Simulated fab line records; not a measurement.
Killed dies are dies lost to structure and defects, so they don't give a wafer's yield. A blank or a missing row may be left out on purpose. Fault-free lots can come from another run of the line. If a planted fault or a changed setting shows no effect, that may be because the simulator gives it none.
Matching of chambers ; flow nand harc ; 4 sister chambers for NHARC_P_ZERO_WELL_ETCH_63 on rie si-03
The step etches the open film in HBr/Cl2, target depth 120 nm, time 40.1 s. 16 wafers are shown with their chamber, then 8 later ones without.

## WAFERS WITH THEIR CHAMBER
wafer;chamber;drypump motor current A (A);oes product au (a.u.);throttle valve pct (%)
L075.3;2;5.8;0.988;26.396
L075.5;1;6.0;0.991;26.421
L075.6;0;5.2;1.004;26.405
L076.1;0;5.1;0.995;26.406
L076.2;1;6.0;0.988;26.396
L076.3;2;5.8;0.993;26.417
L079.3;0;5.1;1.014;26.421
L079.4;2;5.9;0.989;26.389
L079.5;3;5.3;0.992;26.396
L080.3;0;5.2;1.011;26.432
L080.5;0;5.2;1.010;26.416
L080.6;1;6.0;0.984;26.416
L081.1;3;5.2;0.999;26.408
L081.3;1;6.0;0.984;26.384
L081.4;2;5.9;0.995;26.398
L087.1;3;5.3;0.995;26.418

SIGNATURES (averages over the wafers above)
reading;chamber 0;chamber 1;chamber 2;chamber 3;scatter within a chamber
drypump motor current A;5.160;6.000;5.850;5.267;0.0489
oes product au;1.00680;0.98675;0.99125;0.99533;0.00516
throttle valve pct;26.41600;26.40425;26.40000;26.40733;0.0131
Rule: for each reading, subtract the chamber's mean from the wafer's reading, divide by that reading's scatter and square the result; add these up over the readings and take the root, which gives the wafer's distance from the chamber. The wafer belongs to the nearest chamber; if the next one is less than 2 further off, it can't be placed. How the scatter is found: for the shown wafers, subtract from each reading the mean of its chamber, square and add these, divide the total by (wafers less chambers), then take the root.

## WAFERS MISSING THEIR CHAMBER
wafer;drypump motor current A (A);oes product au (a.u.);throttle valve pct (%)
L087.2;5.8;0.987;26.417
L087.3;6.0;0.979;26.418
L093.2;6.0;0.976;26.420
L093.4;5.1;1.003;26.408
L093.6;6.0;0.985;26.419
L097.1;5.1;1.009;26.397
L097.2;5.2;0.991;26.410
L097.5;5.3;0.985;26.401

## CHAMBER TAKEN BY EACH
wafer;from the rows above;in truth
L087.2;2;2
L087.3;1;1
L093.2;1;1
L093.4;0;0
L093.6;1;1
L097.1;0;0
L097.2;can't be placed: 3 or 0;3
L097.5;3;3
Placed correctly: 7 of 8. Cannot be placed on the basis of these rows: 1; the candidates contain the true chamber in 1. Number placed wrongly: 0.
